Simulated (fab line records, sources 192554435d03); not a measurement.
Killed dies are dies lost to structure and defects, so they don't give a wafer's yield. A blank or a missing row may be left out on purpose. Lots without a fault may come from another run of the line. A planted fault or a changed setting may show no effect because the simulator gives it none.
Split-lot experiment | flow n5_finfet | 7 lots, 39 wafers read, on a route of 1938 steps

THE SPLIT
At N5_MOL_CONTACT_COAG_VIA_ETCH_117 (etches SiO2 in C4F6/O2, target depth 40 nm, overetch 8 nm, time 26 s), the setting bias_w was moved away from the recipe's 455 W on 18 of the 39 wafers read, by -18.3% to +15.6%. The other wafers ran this setting at the recipe's value.

The reading is taken at the split's own step.

THE READING
rf_vpp_V, in V, at N5_MOL_CONTACT_COAG_VIA_ETCH_117 (etches SiO2 in C4F6/O2, target depth 40 nm, overetch 8 nm, time 26 s). Fault-free wafers of this fab line usually give 1585 V, standard deviation 26 V.

wafer  | tool, chamber at the split | bias_w as run, W | against the recipe | rf_vpp_V, V | against lot-mates on the recipe
L076.1 | rie_diel-01, 3             | 455              | recipe             | 1611        | -
L076.2 | rie_diel-01, 1             | 455              | recipe             | 1617        | -
L076.3 | rie_diel-01, 0             | 481.4            | +5.8%              | 1624        | +28
L076.4 | rie_diel-01, 2             | 481.4            | +5.8%              | 1656        | +60
L076.5 | rie_diel-01, 0             | 455              | recipe             | 1559        | -
L076.6 | rie_diel-01, 3             | 481.4            | +5.8%              | 1680        | +84
L079.1 | rie_diel-01, 0             | 455              | recipe             | 1558        | -
L079.2 | rie_diel-01, 2             | 391.5            | -14.0%             | 1418        | -178
L079.3 | rie_diel-01, 3             | 391.5            | -14.0%             | 1439        | -157
L079.4 | rie_diel-01, 1             | 455              | recipe             | 1615        | -
L079.5 | rie_diel-01, 1             | 455              | recipe             | 1615        | -
L079.6 | rie_diel-01, 0             | 391.5            | -14.0%             | 1391        | -205
L080.1 | rie_diel-01, 1             | 371.7            | -18.3%             | 1387        | -209
L080.2 | rie_diel-01, 2             | 455              | recipe             | 1587        | -
L080.3 | rie_diel-01, 0             | 371.7            | -18.3%             | 1336        | -260
L080.4 | rie_diel-01, 3             | 371.7            | -18.3%             | 1383        | -213
L080.5 | rie_diel-01, 3             | 455              | recipe             | 1612        | -
L080.6 | rie_diel-01, 2             | 455              | recipe             | 1588        | -
L084.1 | rie_diel-04, 0             | 455              | recipe             | 1542        | -
L084.2 | rie_diel-04, 1             | 455              | recipe             | 1582        | -
L084.3 | rie_diel-04, 2             | 375              | -17.6%             | 1364        | -191
L084.4 | rie_diel-04, 3             | 375              | -17.6%             | 1402        | -153
L084.5 | rie_diel-04, 0             | 455              | recipe             | 1542        | -
L084.6 | rie_diel-04, 3             | 375              | -17.6%             | 1401        | -154
L085.1 | rie_diel-01, 3             | 525.8            | +15.6%             | 1792        | +216
L085.2 | rie_diel-01, 2             | 525.8            | +15.6%             | 1767        | +191
L085.3 | rie_diel-01, 0             | 455              | recipe             | 1558        | -
L085.4 | rie_diel-01, 1             | 455              | recipe             | 1614        | -
L085.5 | rie_diel-01, 0             | 455              | recipe             | 1557        | -
L085.6 | rie_diel-01, 3             | 525.8            | +15.6%             | 1792        | +216
L088.1 | rie_diel-01, 3             | 498.3            | +9.5%              | 1725        | +149
L088.2 | rie_diel-01, 1             | 455              | recipe             | 1615        | -
L088.3 | rie_diel-01, 2             | 498.3            | +9.5%              | 1699        | +123
L088.4 | rie_diel-01, 0             | 455              | recipe             | 1557        | -
L088.5 | rie_diel-01, 3             | 498.3            | +9.5%              | 1723        | +147
L088.6 | rie_diel-01, 0             | 455              | recipe             | 1557        | -
L091.1 | rie_diel-01, 3             | 455              | recipe             | 1609        | -
L091.2 | rie_diel-01, 1             | 455              | recipe             | 1614        | -
L091.4 | rie_diel-01, 2             | 455              | recipe             | 1585        | -

THE FIT
A straight line over all 39 wafers: rf_vpp_V changes by +12.1 V for each +1% of bias_w; r = +0.98; the points scatter about the line by 25 V.
The same after taking each lot's own level away (the mean of its wafers on the recipe; 39 wafers): +12.1 V for each +1%; r = +0.98; scatter 27 V.
On that fit, the largest move of bias_w shifts the reading by 2.2e+02 V.
The lots' own levels span 1555.3 to 1602.7 V, that is 1.8 times the standard deviation above.
So the lot-to-lot level changes the slope little: the two slopes agree.
Check: with one of the wafers moved furthest among these (-18.3%) left out of the fit, the line predicts -218 V for it against its lot-mates. It came out at -209 V against them.
Tool readings at the split's step, against how far the setting was moved: rf_vpp_V r = +0.98.

OTHER SPLITS ON THESE WAFERS
These wafers also went through other splits before the reading. Each is held against what the fit with the lots' levels taken away leaves over:
other split on the same wafers               | wafers away from the commonest value | r with rf_vpp_V (lot level and that fit taken away)
N5_DUMMY_GATE_ETCH_37 source_w               | 18                                   | +0.09
N5_HKMG_FIN_CVD_62 temp_c                    | 18                                   | -0.14
N5_HKMG_FIN_ETCH_32 target_depth_a           | 9                                    | -0.04
N5_HKMG_FIN_ETCH_86 target_depth_a           | 15                                   | +0.04
N5_MOL_CONTACT_COAG_CONTACT_ETCH_14 source_w | 18                                   | -0.07

THE FILE'S OWN FIT
rf_vpp_V changes by +12 V for each +1% of bias_w, r = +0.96.
